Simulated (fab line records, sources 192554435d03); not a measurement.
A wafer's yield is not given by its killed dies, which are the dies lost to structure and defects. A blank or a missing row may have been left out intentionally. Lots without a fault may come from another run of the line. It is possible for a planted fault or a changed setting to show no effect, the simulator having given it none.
Split-lot experiment -- flow n5-finfet -- on a route of 1938 steps: 7 lots, 21 wafers read

## SPLIT DETAILS
At N5_BEOL_M15_COAT_04 (resist thk 800 nm), the setting spin-rpm was moved away from the recipe's 1704 rpm on 9 of the 21 wafers read, by -10.3% to +10.5%. This setting was run at the recipe's value on the other wafers.

## FROM THE SPLIT TO THE READING: what the file shows between them, 4 steps
- N5_BEOL_M15_EBR_06
- N5_BEOL_M15_SOFTBAKE_05: time 60 s
- N5_BEOL_M15_DESCUM_15: chemistry O2, time 7.9 s
- N5_BEOL_M15_ETCH_59: etches BARC in N2/H2, target depth 89 nm, overetch 26.7 nm, time 67.9 s

## THE READING
coat_of_BEOL_M15_COAT_04.thk-nm (the simulator's own value, which no gauge read), in nm, at N5_BEOL_M15_VIA_ETCH_16 (etches SiO2 in C4F8/O2/Ar, target depth 1792.2 nm). The file gives no usual value for it. The 12 wafers here that ran the recipe average 339.3 nm, standard deviation 5.2 nm.

wafer,"tool, chamber at the split","spin-rpm as run, rpm",against the recipe,"coat_of_BEOL_M15_COAT_04.thk-nm, nm",against lot-mates on the recipe
L074.1,"litho-track-05, 0",1704,recipe,349.2,-
L074.2,"litho-track-05, 0",1704,recipe,343.8,-
L074.5,"litho-track-05, 0",1704,recipe,341.4,-
L082.2,"litho-track-04, 0",1782,+4.6%,331,-3.4
L082.5,"litho-track-04, 0",1782,+4.6%,324,-10.4
L082.6,"litho-track-04, 0",1704,recipe,334.4,-
L084.4,"litho-track-05, 0",1786,+4.8%,329.8,no lot-mate on the recipe
L084.5,"litho-track-05, 0",1786,+4.8%,328.8,no lot-mate on the recipe
L084.6,"litho-track-05, 0",1786,+4.8%,321.6,no lot-mate on the recipe
L086.1,"litho-track-01, 0",1704,recipe,345,-
L086.4,"litho-track-01, 0",1529,-10.3%,376,+31.0
L086.5,"litho-track-01, 0",1529,-10.3%,377.4,+32.4
L091.1,"litho-track-01, 0",1704,recipe,342.2,-
L091.4,"litho-track-01, 0",1704,recipe,337.8,-
L091.5,"litho-track-01, 0",1704,recipe,330.2,-
L092.3,"litho-track-04, 0",1704,recipe,338,-
L092.5,"litho-track-04, 0",1704,recipe,332.6,-
L092.6,"litho-track-04, 0",1704,recipe,339.4,-
L093.3,"litho-track-04, 0",1704,recipe,338,-
L093.4,"litho-track-04, 0",1883,+10.5%,301.6,-36.4
L093.6,"litho-track-04, 0",1883,+10.5%,282.6,-55.4

THE FIT
A straight line over all 21 wafers: coat_of_BEOL_M15_COAT_04.thk-nm changes by -3.8 nm for each +1% of spin-rpm; r = -0.95; the points scatter about the line by 6.6 nm.
The same after taking each lot's own level away (the mean of its wafers on the recipe; 18 wafers): -3.54 nm for each +1%; r = -0.94; scatter 6.6 nm.
Per that fit: largest spin-rpm move, reading shift of 37 nm.
Measured against the standard deviation above, the lots' own levels, which go from 334.40 to 345.00 nm, span 2.0 times it.
The two slopes are in agreement: the lot-to-lot level therefore moves the slope only a little.
Check: for one of the wafers moved furthest among these (+10.5%), held out of the fit, the line's prediction against its lot-mates is -38 nm. It came out at -36.4 nm against them.

## THE OTHER SPLITS THESE WAFERS WENT THROUGH
Before the reading, these wafers also passed through other splits. Each is held against what the fit with the lots' levels taken away leaves over:
other split on the same wafers,wafers away from the commonest value,r with coat_of_BEOL_M15_COAT_04.thk-nm (lot level and that fit taken away)
N5_BEOL_M13_TRENCH_ETCH_34 time-s,6,-0.27

## THE WHOLE CHAIN: every reading that the file lists as answering this split, in the file's order
step,what it does,reading,change (the file's fit),r (the file's)
N5_BEOL_M15_COAT_04,resist thk 800 nm,"coat_of_BEOL_M15_COAT_04.thk-nm (the simulator's own value, which no gauge read)",-3.89 nm for each +1% of the setting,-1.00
N5_BEOL_M15_ETCH_59,"etches BARC in N2/H2, target depth 89 nm, overetch 26.7 nm, time 67.9 s","coat_of_BEOL_M15_COAT_04.thk-nm (the simulator's own value, which no gauge read)",-3.7 nm for each +1% of the setting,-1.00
N5_BEOL_M15_VIA_ETCH_16,"etches SiO2 in C4F8/O2/Ar, target depth 1792.2 nm","coat_of_BEOL_M15_COAT_04.thk-nm (the simulator's own value, which no gauge read)",-3.54 nm for each +1% of the setting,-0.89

## THE FILE'S OWN FIT
coat_of_BEOL_M15_COAT_04.thk-nm changes by -3.54 nm for each +1% of spin-rpm, r = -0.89.
